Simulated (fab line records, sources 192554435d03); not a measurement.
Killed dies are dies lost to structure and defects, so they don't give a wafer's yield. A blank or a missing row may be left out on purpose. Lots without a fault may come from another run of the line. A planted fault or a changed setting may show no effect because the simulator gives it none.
A struck lot beside a sound one | flow n5_finfet | 14 steps out of a route of 1938
Sound: wafers L229.1, L229.3, L229.6. Struck: wafers L249.3, L249.4, L249.6. The cause comes at the end.
At each step with rows: each side's tool, then ch and its chambers, then its first start. Under that, the readings that differ: sound wafers | struck wafers | difference of the means | sigmas: that difference in standard deviations of wafers without a fault.
alike: readings whose means differ by less than 2 such deviations, and words and numbers that are the same on both sides. not compared: withheld readings, readings that some wafer has no value for, bounds like >300 that may hide the same value, and numbers for which the record gives no deviation and whose values overlap.
The two part at a step that has a row with sigmas, a row that says differs or no value, or rows on one side only. Numbers that don't overlap but have no deviation are shown without sigmas and don't part them. A reading that every wafer of one side lacks parts them only if that side has two wafers or more.

N5_BEOL_M6_STRIP_67: strips in CF4.
  sound on rie_diel-05 ch 1,2,3, day 9 01:37; struck on rie_diel-04 ch 1,3, day 13 21:53
  alike: drypump_motor_current_A, oes_product_au, rf_vpp_V, showerhead_plenum_p_Torr, throttle_valve_pct
  not compared: rf_hours_counter_h
N5_BEOL_M6_HM_OPEN_17: chemistry Cl2/BCl3, target TiN, target depth 20 nm, overetch 6 nm.
  sound on rie_metal-02 ch 0,1, day 9 01:40; struck on rie_metal-01 ch 0,1, day 13 21:58
  alike: drypump_motor_current_A, oes_product_au, rf_fwd_power_W, throttle_valve_pct
  not compared: rf_hours_counter_h
N5_BEOL_M6_STRIP_19: strips in O2.
  sound on rie_diel-06 ch 0,1,3, day 9 01:46; struck on rie_diel-04 ch 0,1,3, day 13 22:02
  alike: drypump_motor_current_A, oes_product_au, rf_vpp_V, showerhead_plenum_p_Torr, throttle_valve_pct
  not compared: rf_hours_counter_h
N5_BEOL_M6_CD_MEAS_18: pitch 80 nm, target cd 40 nm.
  sound on cd_sem-03, day 9 01:50; struck on cd_sem-02, day 13 22:07
  alike: cd_nm
then, 8 steps without rows for these wafers: N5_BEOL_M6_COAT_63 (time 60 s, resist thk 60 nm); N5_BEOL_M6_COAT_64 (time 60 s, resist thk 12 nm); N5_BEOL_M6_COAT_71 (time 60 s, resist thk 5 nm); N5_BEOL_M6_COAT_22 (resist thk 30 nm); N5_BEOL_M6_EBR_24; N5_BEOL_M6_SOFTBAKE_23 (time 60 s); N5_BEOL_M6_EXPOSE_25 (exposes mask V5, target cd 40 nm); N5_BEOL_M6_PEB_26 (peb time 60 s).
N5_BEOL_M6_DEVELOP_27: develop time 30 s.
  sound on litho_track-03 ch 0, day 9 02:05; struck on litho_track-04, day 13 23:13
  no value came back on the struck wafers for chill_plate_temp_C (C), develop_time_s (s); on the sound wafers chill_plate_temp_C (C) reads 23.04 23.01 22.93
  reading                                      | sound          | struck   | difference | sigmas
  model.CAR-EUV_of_BEOL_M6_COAT_22.thk_nm (nm) | 29.8 29.6 29.6 | 30 30 30 | +0         |
N5_BEOL_M6_CD_MEAS_28: target cd 40 nm.
  sound on cd_sem-03 ch 0, day 9 02:09; struck on cd_sem-02 ch 0, day 13 23:16
  reading    | sound             | struck | difference                    | sigmas
  cd_nm (nm) | 39.61 40.02 39.85 | - - -  | no value on the struck wafers |

WHERE THEY PART
First at N5_BEOL_M6_DEVELOP_27; last, within this record, at N5_BEOL_M6_CD_MEAS_28.

WHY: what the simulator had put in
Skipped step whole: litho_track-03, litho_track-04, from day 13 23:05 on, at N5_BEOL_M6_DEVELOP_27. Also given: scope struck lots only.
